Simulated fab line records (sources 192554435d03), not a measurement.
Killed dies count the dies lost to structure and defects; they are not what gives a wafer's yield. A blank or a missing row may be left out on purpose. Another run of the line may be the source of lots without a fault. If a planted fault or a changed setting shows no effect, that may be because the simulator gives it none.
fab line records	flow n5-finfet
[record] lots = 11	wafers = 29	last-day = 17
route steps=1938 shown MOL_CONTACT_COAG@561 BEOL_M4@1111 PASSIVATION@1936
lots that met no fault: from a run of the same line without faults
start-h: hours from the record's first day to the start of the lot's first wafer shown	wait-h: time in hours since the lot's previous step	" as in the row above	L1.1+2: a row that stands for several wafers	- no value, or no start given	* or withheld: withheld	< > ~ a bound
route shown NAME@n: names a module that has steps shown in the file, with the first one's number in the route	usual: average and standard deviation across the fault-free wafers	same: alike in all rows	chamber/n: place in a boat	sites: the reading at each site	_std_site: the values' standard deviation	_edge_site: inner sites' mean taken away from outer sites' mean	radius-mm: for every site, how far away it sits from the centre of the wafer	mask NAME#n: copy n	behind: tool/chamber where the wafer was last shaped	hold: why the lot was held/for how many hours/how that ended	device: the n, p or np transistor that did not switch	end of line: tests of these same wafers at the route's end	for a step that has no rows: nothing shown but its recipe	killed: count of dies lost to structure and defects at first sort (not the wafer's yield)	map: shows each die of a wafer: x if killed, . if not, _ if none is there
set.NAME: the setting as run; set.NAME@STEP: as run at that earlier step	model.NAME: the simulator's own value behind a step, which no gauge read
steps of the route over a sample of lots; a table a step, a row a wafer
services: a tool's chamber out of use, with start hour (start-h, from the record's first day; less than 0 if before it), hours out, and reason
[[steps]]
[step N5_MOL_CONTACT_COAG_THK_MEAS_29]
[recipe] reads = SiNx_of_GATE_CUT_PECVD_57+SiNx_of_GATE_CUT_SAC_CAP_01
[usual] MD_CAP_THK = 17.93/0.089
lot.wafer	tool	chamber	start-h	wait-h	MD_CAP_THK[nm]
L628.2	film-metro-02	-	109.96	-	18.00
L628.3	"	-	"	"	18.01
L628.5	"	-	"	"	17.88
L632.5	film-metro-02	-	137.58	-	17.92
L632.6	"	-	"	"	18.02
L633.3	film-metro-01	-	142.59	-	17.73
L633.5	"	-	"	"	17.86
L633.6	"	-	"	"	17.84
L634.2	film-metro-01	-	142.99	-	17.84
L634.3	"	-	"	"	17.98
L635.1	film-metro-01	-	152.58	-	18.04
L635.3	"	-	"	"	18.01
L635.4	"	-	"	"	18.11
L636.3	film-metro-02	-	159.28	-	17.90
L636.4	"	-	"	"	17.97
L636.6	"	-	"	"	17.84
L637.4	film-metro-01	-	162.12	-	18.00
L637.6	"	-	"	"	17.89
L639.1	film-metro-01	-	177.35	-	17.86
L639.3	"	-	"	"	17.94
L643.1	film-metro-02	-	198.70	-	18.00
L643.2	"	-	"	"	18.08
L643.6	"	-	"	"	18.01
L646.3	film-metro-01	-	222.68	-	17.87
L646.4	"	-	"	"	17.90
L646.6	"	-	"	"	17.81
L648.1	film-metro-02	-	232.30	-	17.93
L648.4	"	-	"	"	17.96
L648.6	"	-	"	"	18.01
[step N5_MOL_CONTACT_COAG_OVL_MEAS_85]
[recipe] points-per-wafer = 522
[usual] VG_OVL = 0.2/0.7
lot.wafer	tool	chamber	start-h	wait-h	VG_OVL[nm]
L628.2	overlay-02	0	111.11	0.0	-0.2
L628.3	"	0	"	"	1.0
L628.5	"	0	"	"	0.8
L632.5	overlay-02	0	138.64	0.0	-0.7
L632.6	"	0	"	"	-0.2
L633.3	overlay-01	0	143.63	0.0	0.1
L633.5	"	0	"	"	1.0
L633.6	"	0	"	"	0.0
L634.2	overlay-02	0	145.13	0.0	-0.7
L634.3	"	0	"	"	0.9
L635.1	overlay-01	0	153.50	0.0	-0.9
L635.3	"	0	"	"	-0.9
L635.4	"	0	"	"	-0.6
L636.3	overlay-01	0	160.66	0.0	1.2
L636.4	"	0	"	"	0.8
L636.6	"	0	"	"	0.8
L637.4	overlay-02	0	163.17	0.0	-0.4
L637.6	"	0	"	"	0.0
L639.1	overlay-01	0	178.39	0.0	0.6
L639.3	"	0	"	"	-0.4
L643.1	overlay-02	0	199.75	0.0	0.5
L643.2	"	0	"	"	-0.2
L643.6	"	0	"	"	0.6
L646.3	overlay-02	0	226.24	0.0	0.4
L646.4	"	0	"	"	0.6
L646.6	"	0	"	"	0.4
L648.1	overlay-01	0	233.20	0.0	-0.4
L648.4	"	0	"	"	1.5
L648.6	"	0	"	"	1.4
[step N5_MOL_CONTACT_COAG_ALD_131]
[recipe] material = SiO2	target-thk-a = 50	temp-c = 100	ald-precursor-family = BDEAS	ald-co-reactant = O2-plasma	pulse-time-s = 1	co-reactant-pulse-time-s = 1	purge-time-s = 2	co-reactant-purge-time-s = 2	ald-cycles = 35	pressure-torr = 2
[usual] ald-cycles = 35/0	heater-power-w = 79/10	precursor-pulse-height-rel = 1.001/0.02
[same] co-reactant-purge-time-s = 2
lot.wafer	tool	chamber	start-h	wait-h	ald-cycles	heater-power-w	precursor-pulse-height-rel
L628.2	ald-sin-03	3	111.33	0.1	35	101	1.012
L628.3	"	1	"	"	35	75	1.028
L628.5	"	1	"	"	35	78	1.010
L632.5	ald-sin-01	1	138.92	0.1	35	83	0.991
L632.6	"	2	"	"	35	99	1.012
L633.3	ald-sin-02	2	144.10	0.3	35	68	0.981
L633.5	"	0	"	"	35	62	0.996
L633.6	"	3	"	"	35	78	1.004
L634.2	ald-sin-01	0	145.36	0.1	35	80	1.021
L634.3	"	2	"	"	35	98	0.976
L635.1	ald-sin-01	2	153.73	0.1	35	97	0.976
L635.3	"	0	"	"	35	77	1.012
L635.4	"	1	"	"	35	83	0.961
L636.3	ald-sin-02	1	160.87	0.1	35	87	1.007
L636.4	"	2	"	"	35	68	0.977
L636.6	"	3	"	"	35	77	0.990
L637.4	ald-sin-02	0	163.74	0.1	35	64	0.988
L637.6	"	3	"	"	35	78	0.976
L639.1	ald-sin-02	0	178.61	0.1	35	63	0.958
L639.3	"	1	"	"	35	88	1.009
L643.1	ald-sin-02	2	199.98	0.1	67	69	0.989
L643.2	"	0	"	"	67	64	1.029
L643.6	"	2	"	"	67	70	0.996
L646.3	ald-sin-02	0	226.50	0.1	67	65	1.024
L646.4	"	3	"	"	67	76	1.021
L646.6	"	1	"	"	67	88	1.018
L648.1	ald-sin-01	1	233.62	0.2	35	83	1.012
L648.4	"	0	"	"	35	81	0.990
L648.6	"	0	"	"	35	80	0.976
[step N5_MOL_CONTACT_COAG_ETCH_47]
[recipe] chemistry = CH3F/O2	target = SiNx	target-depth-a = 270	mask-material = SiO2	stop-on = W	over-etch-frac = 0.2	ion-energy-ev = 120	endpoint = OES-CN	pressure-mtorr = 30	source-w = 395	bias-w = 73	Ar_flow_sccm = 150	CH3F_flow_sccm = 30	O2_flow_sccm = 20	ends = end-point
[usual] drypump-motor-current-A = 5.5/0.47	etch-rf-on-time-s = 31.0/0.62	oes-product-au = 0.73/0.09	rf-vpp-V = 301/5.5	showerhead-plenum-p-Torr = 2.00/0.069	throttle-valve-pct = 16.33/0.28
[same] over-etch-frac = 0.2
lot.wafer	tool	chamber	start-h	wait-h	drypump-motor-current-A	etch-rf-on-time-s	oes-product-au	rf-hours-counter-h	rf-vpp-V	showerhead-plenum-p-Torr	throttle-valve-pct
L628.2	rie-diel-03	2	112.06	0.0	5.8	31.0	0.66	194	311	1.98	16.35
L628.3	"	3	"	"	5.2	32.0	0.67	120	293	2.10	16.35
L628.5	"	0	"	"	6.1	30.1	0.85	-	305	1.96	16.44
L632.5	rie-diel-03	0	139.32	0.0	6.1	30.2	0.82	-	307	1.96	16.47
L632.6	"	3	"	"	5.2	31.9	0.67	-	293	2.09	16.38
L633.3	rie-diel-03	3	144.54	0.0	5.1	31.3	0.67	132	296	2.09	16.38
L633.5	"	1	"	"	5.3	30.5	0.77	-	306	1.95	16.04
L633.6	"	2	"	"	5.9	30.6	0.65	-	310	1.97	16.36
L634.2	rie-diel-02	1	145.80	0.0	6.4	32.6	0.61	242	297	1.96	16.16
L634.3	"	2	"	"	5.1	31.1	0.77	46	293	1.95	16.13
L635.1	rie-diel-02	3	154.17	0.0	5.3	30.0	0.85	19	305	2.13	16.12
L635.3	"	2	"	"	5.1	30.7	0.76	50	294	1.95	16.14
L635.4	"	1	"	"	6.4	32.5	0.61	245	297	1.96	16.16
L636.3	rie-diel-02	2	161.32	0.0	5.1	31.2	0.76	52	294	1.94	16.14
L636.4	"	3	"	"	5.3	30.5	0.84	22	305	2.13	16.11
L636.6	"	3	"	"	5.3	30.2	0.84	-	304	2.13	16.12
L637.4	rie-diel-04	0	164.21	0.0	5.0	31.6	0.61	-	300	1.95	16.56
L637.6	"	1	"	"	6.0	31.2	0.65	-	305	2.07	16.72
L639.1	rie-diel-02	3	179.06	0.0	5.3	30.3	0.82	30	305	2.13	16.12
L639.3	"	0	"	"	5.1	32.0	0.63	219	296	1.90	16.86
L643.1	rie-diel-04	1	200.42	0.0	6.0	31.6	0.65	207	305	2.07	16.76
L643.2	"	2	"	"	5.1	30.7	0.83	17	296	1.96	16.10
L643.6	"	2	"	"	5.1	30.6	0.83	-	298	1.96	16.12
L646.3	rie-diel-04	3	226.94	0.0	6.2	31.4	0.80	18	296	1.95	15.95
L646.4	"	1	"	"	6.0	31.7	0.63	218	304	2.06	16.78
L646.6	"	2	"	"	5.1	30.8	0.80	-	297	1.96	16.13
L648.1	rie-diel-03	0	234.06	0.0	6.1	30.9	0.78	43	307	1.95	16.52
L648.4	"	2	"	"	5.9	30.7	0.63	245	311	1.96	16.43
L648.6	"	3	"	"	5.1	31.9	0.65	-	295	2.08	16.46
[step N5_BEOL_M4_RC_MEAS_101]
[usual] DIBL_N = 35.8/1.5	DIBL_P = 35.9/1.8	IOFF_N = 0.152/0.025	IOFF_P = 0.21/0.031	ION_N = 672/11	ION_P = 462/7.4	SS_N = 71.5/0.52	SS_P = 73.2/0.54	VT_N = 250/3	VT_P = -250/3.3
lot.wafer	tool	chamber	start-h	wait-h	DIBL_N[mV/V]	DIBL_P[mV/V]	IOFF_N[nA/um]	IOFF_P[nA/um]	ION_N[uA/um]	ION_P[uA/um]	SS_N[mV/dec]	SS_P[mV/dec]	VT_N[mV]	VT_P[mV]
L628.2	prober-02	0	178.93	0.2	37.5	36.4	0.161	0.23	675	467	71.4	73.3	249	-247
L628.3	"	0	"	"	38.5	38.3	0.195	0.27	690	474	72.0	73.9	244	-245
L628.5	"	0	"	"	35.5	34.8	0.131	0.20	665	465	71.7	73.3	251	-248
L633.3	prober-02	0	209.16	0.3	37.0	36.6	0.143	0.19	670	459	71.6	73.8	252	-255
L633.5	"	0	"	"	37.5	37.7	0.146	0.19	665	453	71.9	74.1	254	-255
L633.6	"	0	"	"	35.0	33.7	0.112	0.14	661	450	71.4	72.9	256	-259
L634.2	prober-02	0	215.76	0.2	34.6	34.5	0.115	0.15	652	449	71.6	72.3	256	-255
L634.3	"	0	"	"	36.3	36.1	0.146	0.18	669	463	71.1	72.7	252	-253
L632.5	prober-02	0	219.01	0.6	36.8	38.6	0.155	0.19	678	459	71.0	73.4	252	-252
L632.6	"	0	"	"	37.5	38.5	0.170	0.20	676	463	70.9	73.9	251	-254
L635.1	prober-01	0	230.98	0.0	35.9	35.9	0.158	0.21	673	464	71.3	72.6	248	-245
L635.3	"	0	"	"	36.2	36.9	0.169	0.23	684	469	71.0	73.7	248	-248
L635.4	"	0	"	"	35.8	36.0	0.161	0.21	685	466	70.9	73.8	248	-251
L636.3	prober-01	0	239.52	0.3	37.8	35.5	0.148	0.21	669	458	71.3	73.0	250	-247
L636.4	"	0	"	"	37.7	35.1	0.151	0.21	666	459	72.1	72.7	253	-249
L636.6	"	0	"	"	37.9	34.9	0.149	0.20	662	451	72.2	73.3	255	-250
L637.4	prober-02	0	240.38	0.5	36.5	35.2	0.167	0.21	681	466	72.1	72.9	251	-246
L637.6	"	0	"	"	35.9	34.6	0.151	0.20	670	462	70.9	73.4	250	-248
L639.1	prober-02	0	244.23	0.0	34.0	33.2	0.117	0.17	659	461	71.1	73.0	251	-252
L639.3	"	0	"	"	33.8	33.3	0.122	0.18	655	455	70.5	72.8	252	-252
L648.1	prober-01	0	303.34	0.0	36.0	35.4	0.146	0.22	676	467	71.5	73.1	251	-249
L648.4	"	0	"	"	35.9	35.9	0.154	0.23	678	466	71.8	73.0	246	-248
L648.6	"	0	"	"	35.4	35.1	0.144	0.21	693	468	71.3	72.4	251	-248
[step N5_PASSIVATION_PROBE_49]
[usual] defect-limited-yield = 91.7/1.7	killed_at_M0_to_M3 = 34/10	killed_at_M4_up = 13/5.1	killed-at-contacts = 12/6.2	killed-at-front-end = 36/12	killed-at-other = 3.2/2.6	killed-dies = 98/20	killed-on-rim = 13/4.5	killed-open = 65/13	killed-short = 32/8.4	sort_bin_5_function = 4.8/1.1	sort_bin_6_memory = 3.2/0.74	sort-n-pass = 1082/20	sort-yield-pct = 91.7/1.7
[same] gross-dies = 1180	killed-at-back-side = 0	sort_bin_4_leakage[%] = 0	sort_bin_8_speed[%] = 0
lot.wafer	tool	chamber	start-h	wait-h	defect-limited-yield[%]	killed_at_M0_to_M3	killed_at_M4_up	killed-at-contacts	killed-at-front-end	killed-at-other	killed-dies	killed-on-rim	killed-open	killed-short	sort_bin_5_function[%]	sort_bin_6_memory[%]	sort-n-pass	sort-yield-pct[%]
L643.1	prober-01	-	376.49	0.0	0	24	10	1114	31	1	1180	152	42	30	97.6	2.0	0	0
L643.2	prober-01	-	376.54	0.1	0	30	13	1099	33	5	1180	152	67	24	96.9	2.9	0	0
L643.6	prober-01	-	376.74	0.3	0	32	10	1091	40	7	1180	152	66	36	95.5	4.3	0	0
L646.3	prober-02	-	392.07	0.1	0	22	12	1109	35	2	1180	152	57	23	97.6	2.2	0	0
L646.4	prober-02	-	392.12	0.2	0	30	12	1101	31	6	1180	152	51	31	97.1	2.7	0	0
L646.6	prober-02	-	392.22	0.3	0	41	22	1072	37	8	1180	152	74	51	95.0	4.1	0	0
// killed by level:class
L643.1 MOL_CONTACT_COAG:area-ald=1108 FIN_SAQP:geometric-particle:short=7 GATE_CUT:geometric-particle:short=6 BEOL_M0_SAQP:geometric-particle:short=6 STI_FIN_REVEAL:geometric-particle:open=5 BEOL_M3:geometric-particle:open=5 MOL_CONTACT_COAG:geometric-particle:open=5 GATE_CUT:geometric-particle:open=4
L643.2 MOL_CONTACT_COAG:area-ald=1087 BEOL_M3:geometric-particle:open=14 MOL_CONTACT_COAG:geometric-particle:open=10 STI_FIN_REVEAL:geometric-particle:open=9 FIN_SAQP:geometric-particle:short=6 FIN_SAQP:geometric-particle:open=5 GATE_CUT:geometric-particle:open=4 BEOL_M1:geometric-particle:open=4
L643.6 MOL_CONTACT_COAG:area-ald=1077 BEOL_M2:geometric-particle:open=11 MOL_CONTACT_COAG:geometric-particle:open=10 STI_FIN_REVEAL:geometric-particle:open=9 GATE_CUT:geometric-particle:short=8 FIN_SAQP:geometric-particle:open=7 BEOL_M3:geometric-particle:open=6 BEOL_M1:geometric-particle:open=5
L646.3 MOL_CONTACT_COAG:area-ald=1098 MOL_CONTACT_COAG:geometric-particle:open=9 DUMMY_GATE:geometric-particle:open=7 BEOL_M0_SAQP:geometric-particle:open=7 STARTING-WAFER:geometric-particle:short=6 FIN_SAQP:geometric-particle:open=5 FIN_SAQP:geometric-particle:short=4 BEOL_M1:geometric-particle:open=4
L646.4 MOL_CONTACT_COAG:area-ald=1096 STI_FIN_REVEAL:geometric-particle:open=8 FIN_SAQP:geometric-particle:open=6 BEOL_M0_SAQP:geometric-particle:open=6 BEOL_M0_SAQP:geometric-particle:short=5 BEOL_M1:geometric-particle:open=5 BEOL_M4:geometric-particle:short=4 BEOL_M4:geometric-particle:open=4
L646.6 MOL_CONTACT_COAG:area-ald=1054 MOL_CONTACT_COAG:geometric-particle:open=11 BEOL_M0_SAQP:geometric-particle:short=10 BEOL_M4:geometric-particle:open=10 MOL_CONTACT_COAG:geometric-particle:short=7 BEOL_M3:geometric-particle:open=7 BEOL_M4:geometric-particle:short=7 BEOL_M1:geometric-particle:open=6
[[services]]
tool	chamber	start-h	hours	kind
ald-sin-01	0	99.29	-	clean
ald-sin-01	1	99.29	-	clean
ald-sin-01	2	99.29	-	clean
ald-sin-01	3	99.29	-	clean
rie-diel-03	1	129.58	13.2	repair
rie-diel-04	2	139.87	-	clean
rie-diel-04	2	139.87	-	consumable-replace:focus-ring
rie-diel-04	2	139.87	23.9	scheduled-down
rie-diel-04	2	139.87	23.9	vent-cycle
ald-sin-01	3	141.04	5.9	repair
rie-diel-04	3	163.89	-	clean
rie-diel-04	3	163.89	-	consumable-replace:focus-ring
rie-diel-04	3	163.89	13.6	scheduled-down
rie-diel-04	3	163.89	13.6	vent-cycle
rie-diel-02	1	166.72	-	clean
rie-diel-02	1	166.72	-	consumable-replace:focus-ring
rie-diel-02	1	166.72	15.5	scheduled-down
rie-diel-02	1	166.72	15.5	vent-cycle
ald-sin-03	-	177.36	14.0	pm
rie-diel-04	0	177.63	-	clean
ald-sin-02	2	202.57	4.8	repair
rie-diel-03	1	204.96	8.0	repair
ald-sin-02	2	219.17	9.0	repair
rie-diel-03	0	222.41	3.9	repair
[[key]]
[first-sign] step = N5_MOL_CONTACT_COAG_ALD_131	reading = ald-cycles	direction = up	sigmas = 99+	usual = *	struck = *
[effect] step = N5_PASSIVATION_PROBE_49	reading = killed-at-contacts	direction = up	sigmas = 99+	usual = 12	struck = 1098
[more-kills-born-at] N5_MOL_CONTACT_COAG_ALD_131@ald-sin-02 = 6520
met-at N5_MOL_CONTACT_COAG_ALD_131
struck-lots L643,L646
later-rows-left-out L643.1,L643.2,L643.6,L646.3,L646.4,L646.6
not-acting-at N5_MOL_CONTACT_COAG_THK_MEAS_29,N5_MOL_CONTACT_COAG_OVL_MEAS_85,N5_MOL_CONTACT_COAG_ETCH_47
onset-between 178.61 199.98
[fault] kind = process-parameter-drift	tool = ald-sin-02	chamber = -	onset-h = 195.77	steps = N5_MOL_CONTACT_COAG_ALD_131	channel = ald-cycles	offset = *	shape = step	end-h = 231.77	acts-in = *	stated = *
// later-rows-left-out: the simulator's readings of these wafers behind a module that went badly wrong aren't trusted and aren't shown, but for the sort
